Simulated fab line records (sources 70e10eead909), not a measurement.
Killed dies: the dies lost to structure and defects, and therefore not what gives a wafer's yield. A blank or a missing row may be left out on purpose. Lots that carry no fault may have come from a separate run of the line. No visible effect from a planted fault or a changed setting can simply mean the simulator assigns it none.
Which tool did it? + flow nand_harc + 72 wafers from 24 lots sampled at 5 of the route's 1302 steps

## WHAT THE GAUGES SHOWED, per wafer
NHARC_A_DECK1_JOINT_INSPECT_05.
| lot  | measured     | on                | raw_defect_count |
|------|--------------|-------------------|------------------|
| L074 | day 12 01:57 | defect_inspect-02 | 248 295 285      |
| L075 | day 12 14:08 | defect_inspect-02 | 277 369 345      |
| L076 | day 12 23:42 | defect_inspect-01 | 340 263 281      |
| L078 | day 13 11:04 | defect_inspect-01 | 302 395 309      |
| L077 | day 13 11:08 | defect_inspect-02 | 371 247 285      |
| L079 | day 14 16:20 | defect_inspect-01 | 183 246 297      |
| L080 | day 15 02:22 | defect_inspect-01 | 279 383 261      |
| L081 | day 15 02:23 | defect_inspect-02 | 282 331 506      |
| L082 | day 15 15:40 | defect_inspect-01 | 290 193 153      |
| L083 | day 16 13:19 | defect_inspect-02 | 223 251 397      |
| L084 | day 16 13:19 | defect_inspect-01 | 447 301 470      |
| L085 | day 16 19:06 | defect_inspect-02 | 330 118 160      |
| L086 | day 17 03:59 | defect_inspect-02 | 158 208 416      |
| L087 | day 17 06:08 | defect_inspect-02 | 413 346 214      |
| L088 | day 18 08:07 | defect_inspect-01 | 222 272 236      |
| L089 | day 18 08:09 | defect_inspect-02 | 220 198 212      |
| L090 | day 19 08:56 | defect_inspect-02 | 149 260 255      |
| L091 | day 19 08:56 | defect_inspect-01 | 403 205 291      |
| L092 | day 20 00:40 | defect_inspect-02 | 167 267 291      |
| L093 | day 20 00:45 | defect_inspect-01 | 175 177 259      |
| L094 | day 20 18:29 | defect_inspect-02 | 286 544 529      |
| L096 | day 21 07:23 | defect_inspect-02 | 307 181 271      |
| L095 | day 21 07:24 | defect_inspect-01 | 332 200 446      |
| L097 | day 21 19:03 | defect_inspect-01 | 279 219 266      |

NHARC_A_ONON_D2_THK_MEAS_18: measures by ellipsometry.
| lot  | measured     | on            | thk_nm (nm)    |
|------|--------------|---------------|----------------|
| L074 | day 12 12:31 | film_metro-02 | 1004 1001 1003 |
| L075 | day 13 00:45 | film_metro-02 | 998 997 997    |
| L076 | day 13 09:59 | film_metro-01 | 1006 1007 1005 |
| L078 | day 13 21:41 | film_metro-01 | 1006 1006 1004 |
| L077 | day 13 21:41 | film_metro-02 | 1003 1005 1006 |
| L079 | day 15 04:13 | film_metro-02 | 998 999 999    |
| L080 | day 15 12:31 | film_metro-01 | 1006 1007 1008 |
| L081 | day 15 12:31 | film_metro-02 | 1002 1003 1001 |
| L082 | day 16 02:13 | film_metro-02 | 987 987 988    |
| L083 | day 17 02:45 | film_metro-01 | 1000 998 999   |
| L084 | day 17 02:45 | film_metro-01 | 1004 1005 1005 |
| L085 | day 17 02:44 | film_metro-01 | 1007 1006 1005 |
| L086 | day 17 15:41 | film_metro-02 | 1012 1014 1014 |
| L087 | day 17 15:41 | film_metro-01 | 984 984 983    |
| L088 | day 18 18:46 | film_metro-02 | 991 992 992    |
| L089 | day 18 18:44 | film_metro-02 | 1010 1008 1008 |
| L090 | day 19 19:15 | film_metro-01 | 995 995 994    |
| L091 | day 19 19:16 | film_metro-01 | 1010 1009 1008 |
| L092 | day 20 10:54 | film_metro-01 | 1002 1002 1001 |
| L093 | day 20 10:54 | film_metro-02 | 1009 1011 1010 |
| L094 | day 21 04:41 | film_metro-02 | 998 998 998    |
| L096 | day 21 17:35 | film_metro-02 | 1008 1008 1006 |
| L095 | day 21 17:36 | film_metro-01 | 998 997 997    |
| L097 | day 22 05:57 | film_metro-02 | 991 991 991    |

NHARC_A_CHANNEL_HOLE_D2_CD_MEAS_10: the cd target is 100 nm.
| lot  | measured     | on        | cd_nm (nm)        |
|------|--------------|-----------|-------------------|
| L074 | day 12 18:02 | cd_sem-01 | 99.8 100.7 100.5  |
| L075 | day 13 06:11 | cd_sem-01 | 100.1 99.6 100.3  |
| L076 | day 13 19:25 | cd_sem-01 | 99.9 99.2 100.2   |
| L078 | day 14 06:56 | cd_sem-02 | 100.3 99.7 99.2   |
| L077 | day 14 07:07 | cd_sem-03 | 99.8 100.4 100.7  |
| L079 | day 15 10:18 | cd_sem-03 | 100.4 100.7 99.6  |
| L080 | day 15 20:41 | cd_sem-03 | 100.2 99.5 99.7   |
| L081 | day 15 19:17 | cd_sem-03 | 100.3 101.3 100.1 |
| L082 | day 16 07:53 | cd_sem-01 | 100.1 99.9 100.3  |
| L083 | day 17 10:11 | cd_sem-03 | 98.9 100.4 99.4   |
| L084 | day 17 09:22 | cd_sem-02 | 100.0 101.3 101.1 |
| L085 | day 17 08:17 | cd_sem-02 | 99.8 100.3 99.7   |
| L086 | day 17 22:27 | cd_sem-02 | 99.9 100.7 100.4  |
| L087 | day 18 00:19 | cd_sem-01 | 99.9 100.2 100.6  |
| L088 | day 19 04:56 | cd_sem-02 | 99.4 99.1 99.3    |
| L089 | day 19 04:16 | cd_sem-03 | 100.4 99.2 99.4   |
| L090 | day 20 00:38 | cd_sem-03 | 100.0 101.1 100.3 |
| L091 | day 20 00:53 | cd_sem-02 | 100.5 100.1 100.9 |
| L092 | day 20 19:26 | cd_sem-02 | 100.5 101.0 100.2 |
| L093 | day 20 19:17 | cd_sem-02 | 100.8 100.2 101.1 |
| L094 | day 21 11:23 | cd_sem-03 | 100.2 99.6 100.5  |
| L096 | day 21 22:59 | cd_sem-03 | 100.6 99.4 99.7   |
| L095 | day 22 00:38 | cd_sem-03 | 99.7 99.6 100.3   |
| L097 | day 22 13:20 | cd_sem-02 | 99.2 99.7 99.9    |

NHARC_A_CHANNEL_HOLE_D2_INSPECT_12.
| lot  | measured     | on                | raw_defect_count |
|------|--------------|-------------------|------------------|
| L074 | day 12 18:09 | defect_inspect-02 | 61 49 61         |
| L075 | day 13 06:18 | defect_inspect-02 | 49 63 62         |
| L076 | day 13 19:32 | defect_inspect-02 | 54 63 57         |
| L078 | day 14 07:04 | defect_inspect-01 | 4 7 5            |
| L077 | day 14 07:14 | defect_inspect-02 | 66 56 55         |
| L079 | day 15 10:26 | defect_inspect-01 | 47 71 63         |
| L080 | day 15 20:48 | defect_inspect-01 | 51 49 51         |
| L081 | day 15 19:23 | defect_inspect-02 | 9 9 3            |
| L082 | day 16 08:01 | defect_inspect-02 | 11 10 11         |
| L083 | day 17 10:18 | defect_inspect-02 | 8 16 12          |
| L084 | day 17 09:29 | defect_inspect-02 | 11 9 18          |
| L085 | day 17 08:25 | defect_inspect-01 | 13 15 15         |
| L086 | day 17 22:34 | defect_inspect-01 | 10 9 12          |
| L087 | day 18 00:27 | defect_inspect-01 | 57 57 59         |
| L088 | day 19 05:03 | defect_inspect-01 | 78 57 55         |
| L089 | day 19 04:23 | defect_inspect-02 | 10 18 13         |
| L090 | day 20 00:46 | defect_inspect-02 | 14 19 22         |
| L091 | day 20 01:00 | defect_inspect-01 | 80 52 50         |
| L092 | day 20 19:34 | defect_inspect-02 | 13 19 20         |
| L093 | day 20 19:24 | defect_inspect-01 | 55 57 50         |
| L094 | day 21 11:31 | defect_inspect-02 | 20 22 23         |
| L096 | day 21 23:07 | defect_inspect-01 | 7 3 8            |
| L095 | day 22 00:45 | defect_inspect-01 | 25 19 26         |
| L097 | day 22 13:28 | defect_inspect-02 | 31 30 22         |

## WHICH TOOL RAN EACH LOT (tool, then ch and the chambers of the sampled wafers, then the start)
| lot  | NHARC_A_ONON_D2_DEP_33          |
|------|---------------------------------|
| L074 | pecvd-02 ch 0,2, day 12 14:54   |
| L075 | pecvd-02 ch 0,1,2, day 13 03:05 |
| L076 | pecvd-03 ch 0,1, day 13 12:21   |
| L078 | pecvd-02 ch 1,2, day 14 00:03   |
| L077 | pecvd-03 ch 0,1,2, day 14 00:10 |
| L079 | pecvd-02 ch 0,1,2, day 15 06:31 |
| L080 | pecvd-01 ch 0,1,2, day 15 14:53 |
| L081 | pecvd-02 ch 0,1,2, day 15 14:59 |
| L082 | pecvd-03 ch 0,1, day 16 04:33   |
| L083 | pecvd-03 ch 0,1, day 17 05:20   |
| L084 | pecvd-01 ch 1,2, day 17 05:05   |
| L085 | pecvd-03 ch 0,1,2, day 17 05:04 |
| L086 | pecvd-02 ch 0,2, day 17 18:07   |
| L087 | pecvd-03 ch 0,1,2, day 17 18:06 |
| L088 | pecvd-03 ch 1,2, day 18 21:11   |
| L089 | pecvd-01 ch 0,1,2, day 18 21:04 |
| L090 | pecvd-02 ch 0,1,2, day 19 21:37 |
| L091 | pecvd-03 ch 0,1,2, day 19 21:35 |
| L092 | pecvd-02 ch 0,2, day 20 13:13   |
| L093 | pecvd-03 ch 1,2, day 20 13:13   |
| L094 | pecvd-01 ch 1,2, day 21 07:01   |
| L096 | pecvd-02 ch 0,1, day 21 19:55   |
| L095 | pecvd-02 ch 0,2, day 21 20:11   |
| L097 | pecvd-03 ch 0,1,2, day 22 08:25 |
- NHARC_A_ONON_D2_DEP_33: deposits SiO2, target thk 200 nm.

## WHAT THE TOOLS THEMSELVES READ (means of the sampled wafers that have a number; where no wafer has one, the mark that the record gives instead)
NHARC_A_ONON_D2_DEP_33.
| lot  | tool     | heater_power_w (W) | mfc_precursor_sccm (sccm) | showerhead_vpp_V (V) | throttle_valve_pct (%) |
|------|----------|--------------------|---------------------------|----------------------|------------------------|
| L074 | pecvd-02 | 542                | 161.5                     | 1776                 | 15.7                   |
| L075 | pecvd-02 | 530                | 161.6                     | 1788                 | 15.9                   |
| L076 | pecvd-03 | 708                | 161.4                     | 1892                 | 15.9                   |
| L078 | pecvd-02 | 658                | 161.2                     | 1816                 | 16.0                   |
| L077 | pecvd-03 | 600                | 161.6                     | 1921                 | 15.9                   |
| L079 | pecvd-02 | 553                | 161.2                     | 1799                 | 16.0                   |
| L080 | pecvd-01 | 593                | 161.2                     | 1905                 | 15.6                   |
| L081 | pecvd-02 | 572                | 162.0                     | 1773                 | 16.0                   |
| L082 | pecvd-03 | 571                | 161.9                     | 1897                 | 16.1                   |
| L083 | pecvd-03 | 654                | 161.0                     | 1910                 | 15.4                   |
| L084 | pecvd-01 | 586                | 161.5                     | 1931                 | 15.6                   |
| L085 | pecvd-03 | 606                | 161.9                     | 1931                 | 15.7                   |
| L086 | pecvd-02 | 609                | 160.8                     | 1784                 | 15.8                   |
| L087 | pecvd-03 | 594                | 161.4                     | 1938                 | 16.0                   |
| L088 | pecvd-03 | 597                | 161.0                     | 1954                 | 16.9                   |
| L089 | pecvd-01 | 602                | 161.2                     | 1883                 | 15.9                   |
| L090 | pecvd-02 | 566                | 161.4                     | 1802                 | 15.8                   |
| L091 | pecvd-03 | 589                | 161.3                     | 1919                 | 15.7                   |
| L092 | pecvd-02 | 584                | 161.1                     | 1801                 | 15.6                   |
| L093 | pecvd-03 | 483                | 161.4                     | 1928                 | 16.4                   |
| L094 | pecvd-01 | 609                | 161.7                     | 1931                 | 15.7                   |
| L096 | pecvd-02 | 492                | 161.2                     | 1784                 | 16.3                   |
| L095 | pecvd-02 | 555                | 161.6                     | 1777                 | 15.6                   |
| L097 | pecvd-03 | 617                | 161.7                     | 1930                 | 16.0                   |

## THE ANSWER, worked out from the rows above alone
Rule: the lots themselves supply what counts as usual. The widest of any qualifying gaps counts: lots, ordered by their means at a reading, are off when they make up no more than a third of the lots, leave a main group of 4 or more, and stand apart from it by 3 or more times the standard deviation of that group's means. A main group whose means are all the same, to the digits that the tables above print for the reading, isn't used. Also off: a lot with no number at a reading for which 4 or more lots have one. Any other lot the step has rows for is counted as sound. After the gauges, taken in route order, come the tools' own readings; for these a lot's mean is taken, as printed above. The first step at which some lot is off is used, and at that step the reading that is off furthest; a lot without a number counts as furthest.
Nothing can be told from this: no lot is off at any reading shown.

## WHAT THE SIMULATOR HAD INSERTED
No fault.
